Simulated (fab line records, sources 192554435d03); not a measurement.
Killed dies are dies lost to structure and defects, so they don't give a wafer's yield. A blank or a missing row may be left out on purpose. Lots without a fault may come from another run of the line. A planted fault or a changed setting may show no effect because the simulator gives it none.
Chamber matching | flow n5_finfet | N5_BEOL_M2_CO_CAP_55 on cvd_co-02: 3 sister chambers
The step material Co, precursor CCTBA/H2, target thk 2 nm, time 102.1 s. 22 wafers are shown with their chamber, then 11 later ones without.

WAFERS WITH THEIR CHAMBER
wafer  | chamber | heater_power_w (W)
L075.2 | 1       | 227
L075.5 | 2       | 218
L075.6 | 1       | 228
L078.1 | 2       | 221
L078.2 | 0       | 247
L078.3 | 1       | 233
L080.2 | 0       | 255
L080.4 | 1       | 234
L080.5 | 2       | 225
L082.1 | 2       | 222
L082.4 | 0       | 257
L082.5 | 1       | 233
L083.1 | 0       | 246
L083.4 | 2       | 227
L083.5 | 1       | 230
L087.1 | 1       | 235
L087.4 | 1       | 233
L087.6 | 2       | 222
L088.1 | 2       | 229
L088.4 | 2       | 221
L088.5 | 1       | 226
L089.2 | 2       | 224

SIGNATURES (means of the wafers above)
reading        | chamber 0 | chamber 1 | chamber 2 | scatter within a chamber
heater_power_w | 251.25    | 231.00    | 223.22    | 3.79
Rule: a wafer's distance from a chamber is the root of the sum, over the readings, of the square of ((its reading less the chamber's mean) divided by the reading's scatter). The wafer belongs to the nearest chamber; if the next one is less than 2 further off, it can't be placed. The scatter: the root of (the sum of the squares of (reading less its chamber's mean) over the shown wafers, divided by (wafers less chambers)).

WAFERS WITHOUT THEIR CHAMBER
wafer  | heater_power_w (W)
L089.4 | 228
L089.6 | 222
L090.2 | 235
L090.3 | 234
L090.6 | 225
L093.2 | 248
L093.3 | 224
L093.5 | 231
L095.1 | 250
L095.3 | 231
L095.6 | 230

WHICH CHAMBER EACH WENT THROUGH
wafer  | from the rows above     | in truth
L089.4 | can't be placed: 1 or 2 | 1
L089.6 | 2                       | 2
L090.2 | 1                       | 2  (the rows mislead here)
L090.3 | 1                       | 1
L090.6 | can't be placed: 2 or 1 | 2
L093.2 | 0                       | 0
L093.3 | can't be placed: 2 or 1 | 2
L093.5 | 1                       | 1
L095.1 | 0                       | 0
L095.3 | 1                       | 1
L095.6 | can't be placed: 1 or 2 | 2
Placed correctly: 6 of 11. Can't be placed from these rows: 4 (the true chamber is among the candidates in 4). Placed wrongly: 1.
